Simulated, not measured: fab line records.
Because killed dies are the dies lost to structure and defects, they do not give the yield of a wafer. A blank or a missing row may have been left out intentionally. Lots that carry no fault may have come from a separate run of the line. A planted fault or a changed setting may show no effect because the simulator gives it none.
Lot-split experiment | flow n5-finfet | 21 wafers read across 7 lots, on a route 1938 steps long

THE SPLIT ITSELF
At N5_BEOL_M9_EXPOSE_08 (exposes mask M9), the setting dose-mj was moved away from the recipe's 53.75 on 6 of the 21 wafers read, by -4.3% to +7.5%. For the rest of the wafers, this setting stayed at what the recipe calls for.

FROM THE SPLIT TO THE READING: what the file shows between them, 15 steps
- N5_BEOL_M9_PEB_09: peb time 60 s
- N5_BEOL_M9_DEVELOP_10: develop time 30 s
- N5_BEOL_M9_CD_MEAS_11: target cd 64.1 nm
- N5_BEOL_M9_DESCUM_16: chemistry O2, time 7.9 s
- N5_BEOL_M9_ETCH_61: etches SiARC in CF4, target depth 39 nm, time 65 s
- N5_BEOL_M9_ETCH_62: etches SOC in N2/H2, target depth 110 nm, overetch 22 nm, time 165 s
- N5_BEOL_M9_STRIP_68: strips in N2/H2
- N5_BEOL_M9_STRIP_67: strips in CF4
- N5_BEOL_M9_HM_OPEN_17: chemistry Cl2/BCl3, target TiN, target depth 20 nm, overetch 6 nm
- N5_BEOL_M9_STRIP_19: strips in O2
- N5_BEOL_M9_CD_MEAS_18: pitch 140 nm, target cd 70 nm
- N5_BEOL_M9_COAT_63: time 60 s, resist thk 60 nm
- N5_BEOL_M9_COAT_64: time 60 s, resist thk 12 nm
- N5_BEOL_M9_PRECLEAN_42: cleans in residue remover, time 60 s
- N5_BEOL_M9_SRD_43: time 30 s

THE READING
cd-nm, in nm, at N5_BEOL_M9_CD_MEAS_35 (target cd 70 nm, target cd y 40 nm). Typical for fault-free wafers on this fab line: 70.1 nm, with standard deviation 0.44 nm.

wafer  | tool, chamber at the split | dose-mj as run | against the recipe | cd-nm, nm | against lot-mates on the recipe
L074.2 | arfi-scanner-02, 0         | 53.75          | recipe             | 69.8      | -
L074.3 | arfi-scanner-02, 0         | 53.75          | recipe             | 69.8      | -
L074.5 | arfi-scanner-02, 0         | 53.75          | recipe             | 70.5      | -
L081.3 | arfi-scanner-03, 0         | 53.75          | recipe             | 70.8      | -
L081.4 | arfi-scanner-03, 0         | 53.75          | recipe             | 70.4      | -
L081.5 | arfi-scanner-03, 0         | 55.12          | +2.5%              | 71.6      | +1.0
L084.1 | arfi-scanner-02, 0         | 51.42          | -4.3%              | 67.9      | -2.8
L084.4 | arfi-scanner-02, 0         | 53.75          | recipe             | 71.1      | -
L084.6 | arfi-scanner-02, 0         | 53.75          | recipe             | 70.4      | -
L092.1 | arfi-scanner-01, 0         | 53.75          | recipe             | 70.3      | -
L092.3 | arfi-scanner-01, 0         | 57.44          | +6.9%              | 73.7      | +3.4
L092.4 | arfi-scanner-01, 0         | 53.75          | recipe             | 70.3      | -
L088.2 | arfi-scanner-01, 0         | 53.75          | recipe             | 69.9      | -
L088.5 | arfi-scanner-01, 0         | 57.77          | +7.5%              | 74.9      | +4.8
L088.6 | arfi-scanner-01, 0         | 53.75          | recipe             | 70.4      | -
L089.2 | arfi-scanner-02, 0         | 53.75          | recipe             | 70.4      | -
L089.5 | arfi-scanner-02, 0         | 57.15          | +6.3%              | 73.2      | +3.1
L089.6 | arfi-scanner-02, 0         | 53.75          | recipe             | 69.8      | -
L093.1 | arfi-scanner-03, 0         | 53.75          | recipe             | 70.1      | -
L093.5 | arfi-scanner-03, 0         | 53.75          | recipe             | 70.2      | -
L093.6 | arfi-scanner-03, 0         | 55.6           | +3.4%              | 71.4      | +1.2

FIT RESULTS
A straight line over all 21 wafers: cd-nm changes by +0.526 nm for each +1% of dose-mj; r = +0.97; the points scatter about the line by 0.4 nm.
The same after taking each lot's own level away (the mean of its wafers on the recipe; 21 wafers): +0.552 nm for each +1%; r = +0.98; scatter 0.35 nm.
The reading moves by 4.1 nm for the largest change in dose-mj, on that fit.
The span of the lots' own levels, 70.03 to 70.75 nm, comes to 1.6 times the standard deviation stated above.
Consequently the slope shifts little with the lot-to-lot level, the two slopes agreeing.
Check: +3.73 nm against its lot-mates is what the line predicts for one of the wafers moved furthest among these (+7.5%) when that wafer is left out of the fit. It came out at +4.75 nm against them.

THE WHOLE CHAIN: every reading that the file lists as answering this split, in the file's order
step                  | what it does                                                         | reading                                                               | change (the file's fit)               | r (the file's)
N5_BEOL_M9_CD_MEAS_11 | target cd 64.1 nm                                                    | cd-nm                                                                 | +0.574 nm for each +1% of the setting | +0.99
N5_BEOL_M9_ETCH_61    | etches SiARC in CF4, target depth 39 nm, time 65 s                   | BEOL_M9.cd-offset-nm (the simulator's own value, which no gauge read) | +0.558 nm for each +1% of the setting | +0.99
N5_BEOL_M9_ETCH_62    | etches SOC in N2/H2, target depth 110 nm, overetch 22 nm, time 165 s | BEOL_M9.cd-offset-nm (the simulator's own value, which no gauge read) | +0.553 nm for each +1% of the setting | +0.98
N5_BEOL_M9_HM_OPEN_17 | chemistry Cl2/BCl3, target TiN, target depth 20 nm, overetch 6 nm    | BEOL_M9.cd-offset-nm (the simulator's own value, which no gauge read) | +0.542 nm for each +1% of the setting | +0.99
N5_BEOL_M9_CD_MEAS_18 | pitch 140 nm, target cd 70 nm                                        | cd-nm                                                                 | +0.549 nm for each +1% of the setting | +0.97
N5_BEOL_M9_CD_MEAS_35 | target cd 70 nm, target cd y 40 nm                                   | cd-nm                                                                 | +0.541 nm for each +1% of the setting | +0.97

THE FILE'S OWN FIT
cd-nm changes by +0.541 nm for each +1% of dose-mj, r = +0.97.
